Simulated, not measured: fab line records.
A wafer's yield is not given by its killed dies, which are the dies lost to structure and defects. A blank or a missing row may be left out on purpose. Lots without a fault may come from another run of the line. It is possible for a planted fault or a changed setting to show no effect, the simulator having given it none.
fab line records | flow n5_finfet
[record] lots = 7 wafers = 39
route steps=1938 shown TV_OPEN@1887
start_h: hours from the record's opening day to when the first of the lot's shown wafers began | wait_h: hours from the lot's prior step to this one | " unchanged from the row above | L1.1+2: one row covering several wafers at once | - no value, or no start given | * or withheld: withheld | < > ~ a bound
route shown NAME@n: a module of which the file shows steps, and the number in the route of the first | usual: average and standard deviation across the fault-free wafers | same: alike in all rows | chamber/n: place in a boat | sites: the reading at each site | _std_site: how widely they spread, as a standard deviation | _edge_site: mean of outer sites minus mean of inner sites | radius_mm: how far each site lies from the wafer's centre | mask NAME#n: copy n | behind: the tool/chamber that last shaped the wafer | hold: why the lot went on hold/how many hours it stayed there/how the hold came to an end | device: transistor that didn't switch, given as n, p or np | end of line: the route-end tests of the same wafers | a step without rows: its recipe alone | killed: dies lost to structure and defects at the first sort, not the wafer's yield | map: the dies of a wafer, with x for killed, . for not killed, _ for no die there
set.NAME: the setting that was run; set.NAME@STEP: the one run at that earlier step | model.NAME: the simulator's own value behind a step, which no gauge read
one table per step and one row per wafer, for lots whose settings were changed on purpose
[[steps]]
[step N5_PASSIVATION_PASS_ETCH_74]
[recipe] chemistry = CF4/O2 target = SiNx target_depth_a = 2200 time_s = 110 ion_energy_ev = 100 pressure_mtorr = 40 source_w = 535 bias_w = 49 Ar_flow_sccm = 100 cf4_flow_sccm = 100 O2_flow_sccm = 10
// columns lot.wafer tool chamber start_h wait_h set.target_depth_a model.etch.depth_nm model.TV_OPEN.cd_offset_nm
L077.1 rie_diel-02 0 308.53 0.0 2200 217.4 -0.2
L077.2 " 3 " " 2200 225.6 -0.6
L077.3 " 1 " " 1542 151.8 2.4
L077.4 " 2 " " 2200 212.3 0.8
L077.5 " 2 " " 1542 147.3 3.2
L077.6 " 3 " " 1542 157 2.4
L087.1 rie_diel-03 0 358.74 0.0 2200 225.9 -0.6
L087.2 " 2 " " 1580 156.1 2.2
L087.3 " 3 " " 1580 153.3 2.6
L087.4 " 3 " " 2200 214.8 -0.2
L087.5 " 2 " " 2200 218.1 -0.2
L087.6 " 0 " " 1580 161.3 2.2
L089.1 rie_diel-02 2 365.08 0.0 2200 213.2 0.4
L089.2 " 3 " " 2200 226.8 -0.2
L089.3 " 0 " " 2200 218 0.2
L089.4 " 3 " " 2200 228 -0.4
L089.5 " 2 " " 2200 210.5 0.4
L089.6 " 0 " " 2200 218.5 -0.4
L090.3 rie_diel-02 0 365.68 0.0 2200 216.6 0.2
L090.4 " 2 " " 2200 209.4 0.4
L090.5 " 0 " " 2200 215.5 0.4
L091.1 rie_diel-02 3 378.36 0.0 1087 110.8 5
L091.2 " 2 " " 1087 103.9 5
L091.3 " 0 " " 1087 107.8 4.6
L091.4 " 0 " " 2200 216.7 -0.2
L091.5 " 2 " " 2200 209.6 0.4
L091.6 " 3 " " 2200 226.2 -0.2
L097.1 rie_diel-04 0 407.08 0.0 3016 288.4 -3.2
L097.2 " 2 " " 2200 228.3 0.2
L097.3 " 3 " " 2200 225.9 -0.4
L097.4 " 1 " " 3016 303.4 -3.2
L097.5 " 1 " " 3016 304.7 -3.2
L097.6 " 2 " " 2200 224.5 0.6
L096.1 rie_diel-04 0 418.54 0.0 1147 109.4 5.4
L096.2 " 2 " " 1147 116.2 5.4
L096.3 " 1 " " 2200 221.1 0.4
L096.4 " 3 " " 2200 222.6 -0.2
L096.5 " 2 " " 1147 116.9 5.4
L096.6 " 3 " " 2200 223.3 -0.4
[step N5_PASSIVATION_VIA_ETCH_13]
[recipe] chemistry = CHF3/O2 target = SiO2 target_depth_a = 6600 CHF3_flow_sccm = 50 O2_flow_sccm = 5 Ar_flow_sccm = 200 time_s = 330 mask_material = PR pressure_mtorr = 30 source_w = 650 bias_w = 170 ion_energy_ev = 200 ends = cleared
// columns lot.wafer tool chamber start_h wait_h set.target_depth_a@PASSIVATION_PASS_ETCH_74 model.TV_OPEN.cd_offset_nm
L077.1 rie_diel-02 0 308.62 0.0 2200 2.6
L077.2 " 3 " " 2200 0.2
L077.3 " 1 " " 1542 3.2
L077.4 " 2 " " 2200 2.2
L077.5 " 2 " " 1542 4.4
L077.6 " 3 " " 1542 3
L087.1+5 rie_diel-03 0,3 358.83 0.0 2200 1.6
L087.2+6 " 2,0 " " 1580 4.6
L087.3 " 3 " " 1580 4.4
L087.4 " 0 " " 2200 1.8
L089.1 rie_diel-02 2 365.17 0.0 2200 1.8
L089.2 " 3 " " 2200 1.2
L089.3+5+6 " 0,2,0 " " 2200 2
L089.4 " 3 " " 2200 1
L090.3 rie_diel-02 0 365.77 0.0 2200 2.8
L090.4 " 2 " " 2200 2.4
L090.5 " 0 " " 2200 3
L091.1 rie_diel-02 3 378.45 0.0 1087 6.8
L091.2 " 2 " " 1087 7
L091.3 " 0 " " 1087 7.2
L091.4 " 0 " " 2200 2.4
L091.5 " 2 " " 2200 2.2
L091.6 " 3 " " 2200 1.4
L097.1+4 rie_diel-04 0,1 407.17 0.0 3016 -1.2
L097.2 " 2 " " 2200 2
L097.3 " 3 " " 2200 2.4
L097.5 " 1 " " 3016 -1.4
L097.6 " 2 " " 2200 1.8
L096.1+5 rie_diel-04 0,2 418.63 0.0 1147 6.4
L096.2 " 2 " " 1147 6.8
L096.3 " 1 " " 2200 2.6
L096.4 " 3 " " 2200 2
L096.6 " 3 " " 2200 1.6
[step N5_PASSIVATION_STRIP_14]
[recipe] chemistry = O2 power_w = 600 temp_c = 60 pressure_mtorr = 30 rf_frequency_hz = 6e+07 bias_power_w = 0 overash_fraction = 0.5 o2_flow_sccm = 225
[step N5_PASSIVATION_ETCH_15]
[recipe] chemistry = CF4/N2 target = SiCN target_depth_a = 750 taper_deg = 2 time_s = 81.2 ion_energy_ev = 150 mask_material = SiNx pressure_mtorr = 40 source_w = 430 bias_w = 70 Ar_flow_sccm = 100 cf4_flow_sccm = 60 n2_flow_sccm = 60
// columns lot.wafer tool chamber start_h wait_h set.target_depth_a@PASSIVATION_PASS_ETCH_74 model.TV_OPEN.cd_offset_nm
L077.1 rie_diel-02 0 - - 2200 2.6
L077.2 " 3 " " 2200 0.2
L077.3 " 1 " " 1542 3.2
L077.4 " 2 " " 2200 2.4
L077.5 " 2 " " 1542 4.6
L077.6 " 3 " " 1542 3
L087.1+5 rie_diel-03 0,3 - - 2200 1.6
L087.2+6 " 3,0 " " 1580 4.6
L087.3 " 3 " " 1580 4.4
L087.4 " 0 " " 2200 1.8
L089.1+3 rie_diel-02 2,0 - - 2200 2
L089.2 " 3 " " 2200 1.2
L089.4 " 3 " " 2200 1
L089.5 " 2 " " 2200 2.2
L089.6 " 0 " " 2200 1.8
L090.3+4 rie_diel-02 0,2 - - 2200 2.4
L090.5 " 0 " " 2200 2.8
L091.1 rie_diel-02 3 - - 1087 6.6
L091.2 " 2 " " 1087 7.2
L091.3 " 0 " " 1087 7
L091.4 " 0 " " 2200 2.2
L091.5 " 2 " " 2200 2.4
L091.6 " 3 " " 2200 1.4
L097.1+4 rie_diel-04 0,1 - - 3016 -1.2
L097.2+6 " 2 " " 2200 1.8
L097.3 " 3 " " 2200 2.2
L097.5 " 1 " " 3016 -1.4
L096.1 rie_diel-04 0 - - 1147 6.4
L096.2 " 2 " " 1147 6.8
L096.3 " 1 " " 2200 2.6
L096.4 " 3 " " 2200 2
L096.5 " 2 " " 1147 6.2
L096.6 " 3 " " 2200 1.6
[[key]]
[split] step = N5_PASSIVATION_PASS_ETCH_74 setting = target_depth_a stated = 2200 by = wafer
[response] step = N5_PASSIVATION_PASS_ETCH_74 reading = model.etch.depth_nm change = +2.17 per = 1% r = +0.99
[response] step = N5_PASSIVATION_PASS_ETCH_74 reading = model.TV_OPEN.cd_offset_nm change = -0.0994 per = 1% r = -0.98
[response] step = N5_PASSIVATION_VIA_ETCH_13 reading = model.TV_OPEN.cd_offset_nm change = -0.0919 per = 1% r = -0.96
[response] step = N5_PASSIVATION_ETCH_15 reading = model.TV_OPEN.cd_offset_nm change = -0.0904 per = 1% r = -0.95
